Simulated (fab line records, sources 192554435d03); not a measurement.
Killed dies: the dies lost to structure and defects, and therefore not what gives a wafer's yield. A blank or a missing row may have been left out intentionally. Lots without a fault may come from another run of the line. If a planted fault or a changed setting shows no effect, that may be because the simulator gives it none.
fab line records ; flow n5Finfet
record lots=11; wafers=32; lastDay=18
route steps=1938 shown HKMG_FIN@454 GATE_CUT@469
lots that met no fault: taken from a fault-free run of the same line
startH: start of the lot's first displayed wafer, in hours after the record's first day ; waitH: hours since the lot's step before ; " unchanged from the row above ; L1.1+2: a row that stands for several wafers ; - either no value or no given start ; * or withheld: withheld ; < > ~ a bound
route shown NAME@n: NAME is a module with steps in the file, n the number in the route of the first one ; usual: mean/standard deviation of fault-free wafers ; same: alike in all rows ; chamber/n: place in a boat ; sites: the reading at each site ; _std_site: how widely they spread, as a standard deviation ; _edge_site: mean of outer sites minus mean of inner sites ; radiusMm: for every site, how far away it sits from the centre of the wafer ; mask NAME#n: copy n ; behind: the most recent tool/chamber to have shaped the wafer ; hold: cause of the lot's hold/its duration in hours/its outcome ; device: the transistor (n, p or np) that didn't switch ; end of line: the route-end tests of the same wafers ; a step with no rows: only its recipe ; killed: dies that structure and defects cost at the first sort, which is not the same as the wafer's yield ; map: shows each die of a wafer: x if killed, . if not, _ if none is there
set.NAME: the run value of the setting; set.NAME@STEP: its run value at that earlier step ; model.NAME: the simulator's own value behind a step, which no gauge read
a sample of lots followed through the steps of the route, with each step as a table and each wafer as a row
services: the hour from which a tool's chamber was out of use, counted from the record's first day as startH (under 0 if before that day), plus the number of hours and why
## steps
# step N5_HKMG_FIN_ETCHBACK_68
# recipe chemistry=Cl2/Ar; stopOn=HfO2; targetDepthA=5; pressureMtorr=10; icpW=600; biasW=60; Cl2_flow_sccm=40; Ar_flow_sccm=60
# usual drypumpMotorCurrentA=5.3/0.54; oesProductAu=0.72/0.084; throttleValvePct=20.90/0.082
lot.wafer;tool;chamber;startH;waitH;drypumpMotorCurrentA;oesProductAu;rfHoursCounterH;throttleValvePct
L464.2;rieMetal-02;1;80.99;0.0;4.7;0.76;34;20.85
L464.3;rieMetal-02;1;80.99;0.0;4.7;0.76;-;20.83
L464.5;rieMetal-02;0;80.99;0.0;5.8;0.60;-;20.93
L465.3;rieMetal-03;1;83.54;0.1;4.9;0.77;-;21.06
L465.4;rieMetal-03;0;83.54;0.1;5.5;0.84;-;20.76
L465.6;rieMetal-03;0;83.54;0.1;5.5;0.84;-;20.78
L471.4;rieMetal-03;1;123.77;0.1;4.9;0.77;-;21.06
L471.6;rieMetal-03;0;123.77;0.1;5.5;0.82;-;20.79
L472.2;rieMetal-03;0;129.77;0.0;5.5;0.81;29;20.81
L472.4;rieMetal-03;1;129.77;0.0;4.9;0.77;-;21.07
L472.5;rieMetal-03;1;129.77;0.0;4.9;0.76;-;21.09
L473.2;rieMetal-02;0;132.90;0.0;5.8;0.60;122;20.94
L473.3;rieMetal-02;1;132.90;0.0;4.7;0.75;-;20.83
L473.4;rieMetal-02;0;132.90;0.0;5.8;0.60;-;20.93
L476.1;rieMetal-02;0;149.17;0.0;5.8;0.60;123;20.93
L476.3;rieMetal-02;1;149.17;0.0;4.7;0.75;-;20.85
L476.5;rieMetal-02;1;149.17;0.0;4.7;0.75;-;20.85
L477.3;rieMetal-01;1;156.67;0.1;4.9;0.82;-;20.86
L477.4;rieMetal-01;0;156.67;0.1;6.3;0.71;-;20.96
L477.6;rieMetal-01;0;156.67;0.1;6.3;0.71;-;20.97
L478.1;rieMetal-03;0;161.13;0.0;5.5;0.82;32;20.80
L478.3;rieMetal-03;0;161.13;0.0;5.5;0.81;-;20.81
L478.4;rieMetal-03;1;161.13;0.0;4.9;0.76;-;21.07
L479.1;rieMetal-02;0;167.28;0.0;5.8;0.59;125;20.92
L479.2;rieMetal-02;1;167.28;0.0;4.7;0.73;42;20.86
L479.6;rieMetal-02;0;167.28;0.0;5.8;0.59;-;20.91
L485.4;rieMetal-02;0;208.95;0.1;5.8;0.59;-;20.93
L485.5;rieMetal-02;1;208.95;0.1;4.7;0.74;-;20.85
L485.6;rieMetal-02;0;208.95;0.1;5.9;0.59;-;20.94
L487.2;rieMetal-02;1;221.89;0.0;4.7;0.73;46;20.86
L487.3;rieMetal-02;1;221.89;0.0;4.7;0.73;-;20.85
L487.5;rieMetal-02;0;221.89;0.0;5.8;0.58;-;20.93
# step N5_HKMG_FIN_CMP_23
# recipe stopOn=SiNx; tOverpolishS=10; postCmpClean=rinseOnly; downForcePsi=4; platenRpm=50.289; padVelocityMS=1.0006; targetThkNm=46.326
# usual motorCurrentA=12.2/1.5; overpolishRunS=9.99/0.11; platenRpm=50.29/0.031; retainingRingPressureFrac=0.999/0.0053; timeToEndpointS=12/4
lot.wafer;tool;chamber;startH;waitH;motorCurrentA;overpolishRunS;platenRpm;retainingRingPressureFrac;timeToEndpointS
L464.2;cmp-01;3;82.17;0.0;10.1;10.00;50.34;1.001;6
L464.3;cmp-01;2;82.17;0.0;14.0;9.99;50.29;1.003;11
L464.5;cmp-01;3;82.17;0.0;10.1;9.99;50.30;0.991;4
L465.4;cmp-01;2;84.75;0.1;14.0;10.00;50.27;0.999;15
L465.3;cmp-01;0;84.75;0.1;13.1;9.99;50.28;1.003;17
L465.6;cmp-01;1;84.75;0.1;12.6;10.00;50.31;1.003;12
L471.4;cmp-03;2;124.78;0.0;11.8;10.01;50.28;1.001;8
L471.6;cmp-03;3;124.78;0.0;14.4;10.00;50.24;0.994;9
L472.2;cmp-04;3;130.99;0.2;11.2;10.02;50.25;0.996;14
L472.4;cmp-04;0;130.99;0.2;14.0;10.00;50.28;1.006;15
L472.5;cmp-04;1;130.99;0.2;14.2;10.01;50.32;0.995;13
L473.4;cmp-04;1;133.97;0.0;14.4;9.98;50.27;0.998;12
L473.3;cmp-04;2;133.97;0.0;13.8;9.99;50.31;1.005;15
L473.2;cmp-04;0;133.97;0.0;14.3;9.98;50.26;0.992;18
L476.3;cmp-03;3;150.23;0.0;13.5;10.01;48.27;1.002;16
L476.1;cmp-03;0;150.23;0.0;10.5;10.01;48.21;1.000;13
L476.5;cmp-03;3;150.23;0.0;14.2;10.00;48.21;0.997;14
L477.3;cmp-01;2;157.69;0.0;13.6;9.99;50.27;0.982;15
L477.4;cmp-01;0;157.69;0.0;13.1;9.98;50.27;1.002;12
L477.6;cmp-01;3;157.69;0.0;10.3;10.00;50.26;1.004;6
L478.4;cmp-03;0;162.19;0.0;10.2;10.00;48.27;1.005;15
L478.1;cmp-03;1;162.19;0.0;10.2;10.00;48.33;1.008;9
L478.3;cmp-03;3;162.19;0.0;13.8;10.00;48.32;0.997;17
L479.1;cmp-03;2;168.42;0.1;12.5;9.98;48.26;0.999;13
L479.2;cmp-03;0;168.42;0.1;10.6;10.00;48.30;0.997;15
L479.6;cmp-03;1;168.42;0.1;11.4;10.00;48.29;0.997;9
L485.4;cmp-04;3;210.13;0.2;11.8;9.99;50.29;1.008;10
L485.5;cmp-04;1;210.13;0.2;14.6;10.01;50.31;1.003;6
L485.6;cmp-04;2;210.13;0.2;14.2;10.00;50.36;0.997;7
L487.3;cmp-03;2;222.95;0.0;11.7;9.98;50.30;0.993;13
L487.2;cmp-03;3;222.95;0.0;14.4;10.01;50.31;0.997;15
L487.5;cmp-03;2;222.95;0.0;12.2;9.99;50.29;0.997;13
# step N5_GATE_CUT_ETCH_58
# recipe chemistry=CH3F/O2; target=SiNx; targetDepthA=170; timeS=128.6; ionEnergyEv=50; pressureMtorr=30; sourceW=415; biasW=21; Ar_flow_sccm=150; CH3F_flow_sccm=30; O2_flow_sccm=20
# usual drypumpMotorCurrentA=5.79/0.29; oesProductAu=0.78/0.074; rfVppV=98.8/0.93; showerheadPlenumPTorr=1.95/0.054; throttleValvePct=16.29/0.22
# same timeS=128.6
lot.wafer;tool;chamber;startH;waitH;drypumpMotorCurrentA;oesProductAu;rfHoursCounterH;rfVppV;showerheadPlenumPTorr;throttleValvePct
L464.2;rieDiel-06;1;83.37;0.2;5.65;0.77;139;98.5;1.90;16.13
L464.3;rieDiel-06;0;83.37;0.2;5.58;0.93;11;99.7;1.95;15.90
L464.5;rieDiel-06;2;83.37;0.2;5.35;0.70;-;97.9;1.91;16.67
L465.3;rieDiel-03;3;85.70;0.0;5.70;0.79;139;99.3;1.92;16.44
L465.4;rieDiel-03;2;85.70;0.0;6.07;0.72;168;99.2;1.93;16.36
L465.6;rieDiel-03;1;85.70;0.0;5.98;0.80;-;100.4;2.00;16.19
L471.4;rieDiel-06;0;125.82;0.0;5.56;0.90;22;97.9;1.94;15.91
L471.6;rieDiel-06;2;125.82;0.0;5.32;0.71;-;98.7;1.91;16.68
L472.2;rieDiel-03;1;131.87;0.0;5.94;0.79;124;98.4;2.00;16.22
L472.4;rieDiel-03;3;131.87;0.0;5.69;0.78;-;98.6;1.91;16.47
L472.5;rieDiel-03;1;131.87;0.0;5.98;0.79;-;98.6;2.00;16.23
L473.2;rieDiel-03;2;135.39;0.0;6.08;0.70;184;98.1;1.93;16.40
L473.3;rieDiel-03;3;135.39;0.0;5.70;0.77;156;98.1;1.91;16.45
L473.4;rieDiel-03;2;135.39;0.0;6.05;0.71;-;98.1;1.93;16.40
L476.1;rieDiel-06;3;151.35;0.1;5.86;0.80;130;97.2;1.91;16.14
L476.3;rieDiel-06;2;151.35;0.1;5.32;0.70;246;98.3;1.90;16.69
L476.5;rieDiel-06;2;151.35;0.1;5.36;0.70;-;97.8;1.90;16.69
L477.3;rieDiel-06;0;158.73;0.0;5.55;0.89;30;98.6;1.94;15.93
L477.4;rieDiel-06;3;158.73;0.0;5.85;0.79;132;98.6;1.90;16.13
L477.6;rieDiel-06;0;158.73;0.0;5.54;0.88;-;99.5;1.94;15.94
L478.1;rieDiel-03;0;163.22;0.0;6.41;0.94;4;99.7;1.95;16.03
L478.3;rieDiel-03;1;163.22;0.0;5.95;0.78;134;99.5;2.00;16.24
L478.4;rieDiel-03;3;163.22;0.0;5.69;0.76;167;98.5;1.91;16.51
L479.1;rieDiel-03;1;169.38;0.0;5.91;0.79;136;97.2;1.99;16.24
L479.2;rieDiel-03;0;169.38;0.0;6.43;0.95;5;97.4;1.95;16.03
L479.6;rieDiel-03;3;169.38;0.0;5.70;0.77;-;97.2;1.91;16.50
L485.4;rieDiel-05;2;211.01;0.0;5.33;0.69;202;99.0;2.01;16.57
L485.5;rieDiel-05;2;211.01;0.0;5.33;0.70;-;98.0;2.01;16.59
L485.6;rieDiel-05;1;211.01;0.0;5.78;0.74;-;98.8;2.06;16.21
L487.2;rieDiel-06;2;224.10;0.2;5.31;0.97;3;99.6;2.15;16.18
L487.3;rieDiel-06;1;224.10;0.2;5.63;0.74;180;96.6;1.88;16.21
L487.5;rieDiel-06;3;224.10;0.2;5.90;0.77;-;99.6;1.90;16.17
# step N5_GATE_CUT_STRIP_59
# recipe chemistry=N2/H2; timeS=20; powerW=100; tempC=40; pressureMtorr=100; rfFrequencyHz=6e+07; biasPowerW=3; n2FlowSccm=300; h2FlowSccm=300
# usual biasPowerW=3.000/0.0087; drypumpMotorCurrentA=5.81/0.29; oesProductAu=0.78/0.072; rfVppV=45.1/0.86; showerheadPlenumPTorr=3.30/0.09; tempC=40.00/0.12; throttleValvePct=12.23/0.22
# same timeS=20
lot.wafer;tool;chamber;startH;waitH;biasPowerW;drypumpMotorCurrentA;oesProductAu;rfHoursCounterH;rfVppV;showerheadPlenumPTorr;tempC;throttleValvePct
L464.2;rieDiel-06;1;83.47;0.1;3.007;5.68;0.77;139;44.1;3.27;39.95;12.31
L464.3;rieDiel-06;0;83.47;0.1;2.995;5.57;0.92;11;44.0;3.31;39.96;11.83
L464.5;rieDiel-06;2;83.47;0.1;2.998;5.35;0.70;-;43.9;3.24;40.00;12.64
L465.3;rieDiel-03;3;85.80;0.1;2.989;5.71;0.78;139;45.5;3.27;40.03;12.38
L465.4;rieDiel-03;2;85.80;0.1;3.004;6.06;0.71;168;43.5;3.24;39.97;12.11
L465.6;rieDiel-03;1;85.80;0.1;3.019;5.98;0.79;-;45.4;3.42;39.86;12.28
L471.4;rieDiel-06;0;125.92;0.1;3.017;5.56;0.88;22;45.7;3.31;40.00;11.87
L471.6;rieDiel-06;2;125.92;0.1;2.993;5.34;0.69;-;45.1;3.23;40.23;12.65
L472.2;rieDiel-03;1;131.97;0.1;3.003;6.01;0.79;124;44.1;3.41;39.91;12.30
L472.4;rieDiel-03;3;131.97;0.1;2.985;5.71;0.77;-;45.0;3.26;39.99;12.42
L472.5;rieDiel-03;1;131.97;0.1;3.002;5.98;0.79;-;46.6;3.41;40.14;12.30
L473.2;rieDiel-03;2;135.49;0.1;2.988;6.04;0.71;184;45.6;3.23;40.05;12.15
L473.3;rieDiel-03;3;135.49;0.1;3.009;5.71;0.77;156;43.9;3.26;39.91;12.43
L473.4;rieDiel-03;2;135.49;0.1;2.992;6.04;0.71;-;44.6;3.23;40.13;12.14
L476.1;rieDiel-06;3;151.45;0.1;3.009;5.89;0.78;130;44.1;3.23;39.97;12.04
L476.3;rieDiel-06;2;151.45;0.1;3.004;5.35;0.69;246;45.5;3.23;39.79;12.70
L476.5;rieDiel-06;2;151.45;0.1;3.011;5.35;0.70;-;42.8;3.23;39.95;12.69
L477.3;rieDiel-06;0;158.83;0.1;3.004;5.58;0.88;30;44.5;3.30;39.94;11.89
L477.4;rieDiel-06;3;158.83;0.1;2.997;5.88;0.79;132;45.6;3.23;39.85;12.05
L477.6;rieDiel-06;0;158.83;0.1;3.001;5.58;0.88;-;43.4;3.30;40.15;11.88
L478.1;rieDiel-03;0;163.33;0.1;3.001;6.43;0.94;4;44.2;3.30;40.03;11.84
L478.3;rieDiel-03;1;163.33;0.1;3.001;6.02;0.76;134;44.1;3.40;39.93;12.33
L478.4;rieDiel-03;3;163.33;0.1;2.998;5.74;0.76;167;44.0;3.25;39.71;12.46
L479.1;rieDiel-03;1;169.48;0.1;3.003;5.97;0.77;136;45.8;3.40;39.98;12.35
L479.2;rieDiel-03;0;169.48;0.1;3.004;6.42;0.94;5;45.3;3.30;39.90;11.84
L479.6;rieDiel-03;3;169.48;0.1;2.998;5.71;0.77;-;45.2;3.25;39.97;12.46
L485.4;rieDiel-05;2;211.11;0.1;3.007;5.35;0.72;202;46.7;3.31;39.91;12.18
L485.5;rieDiel-05;2;211.11;0.1;3.010;5.34;0.72;-;45.2;3.31;39.93;12.20
L485.6;rieDiel-05;1;211.11;0.1;3.008;5.80;0.73;-;45.6;3.51;40.18;12.19
L487.2;rieDiel-06;2;224.20;0.1;2.985;5.33;0.96;3;46.7;3.63;39.97;12.06
L487.3;rieDiel-06;1;224.20;0.1;2.991;5.66;0.74;180;44.1;3.25;39.93;12.41
L487.5;rieDiel-06;3;224.20;0.1;2.994;5.92;0.77;-;45.9;3.22;39.92;12.09
## services
tool;chamber;startH;hours;kind
cmp-03;-;62.66;4.0;pm
cmp-03;-;80.45;8.3;repair
cmp-04;-;84.21;2.2;repair
rieDiel-06;-;90.88;0.7;repair
rieMetal-03;1;94.94;8.2;repair
cmp-04;-;98.12;3.3;repair
rieMetal-03;1;103.40;16.7;repair
cmp-04;-;111.36;10.1;pm
cmp-03;-;117.20;3.2;pm
cmp-04;-;123.00;0.7;repair
cmp-04;-;142.43;4.0;pm
cmp-01;-;144.06;8.7;pm
rieDiel-03;1;154.43;5.8;repair
cmp-01;-;158.35;4.3;pm
rieDiel-06;3;165.87;11.5;repair
cmp-01;-;166.41;7.5;pm
cmp-04;-;173.15;2.0;repair
cmp-04;-;176.37;6.5;pm
rieDiel-06;2;182.28;6.3;repair
cmp-04;-;183.67;2.0;repair
cmp-01;-;196.79;4.5;repair
rieDiel-03;3;204.13;13.8;repair
cmp-03;-;209.31;0.3;repair
rieDiel-06;-;216.83;4.3;pm
## key
firstSign step=N5_HKMG_FIN_CMP_23; reading=platenRpm; direction=down; sigmas=66; usual=50.29; struck=48.27
effect none on later readings
metAt N5_HKMG_FIN_CMP_23
struckLots L476,L478,L479
testerLeftOut L476,L478,L479
baselineLoss step=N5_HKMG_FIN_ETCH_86; wafers=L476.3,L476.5
notActingAt N5_HKMG_FIN_ETCHBACK_68,N5_GATE_CUT_ETCH_58,N5_GATE_CUT_STRIP_59
onsetBetween 124.78 150.23
fault kind=processParameterDrift; tool=cmp-03; chamber=-; onsetH=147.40; steps=N5_HKMG_FIN_CMP_23; channel=platenRpm; offset=-2.0116; shape=step; endH=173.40; actsIn=theseRecipesOnly; stated=50.289
# testerLeftOut: of these lots the tester's yield and bins aren't shown, on N5 and GAA mostly nor the transistor test; their killed dies are dies lost to structure and defects alone, not to doping, threshold or leakage, so they don't give the yield
# baselineLoss: these wafers lose ten dies or more at that step, a loss of the line's own and not of a fault; the sort's usual values leave them out
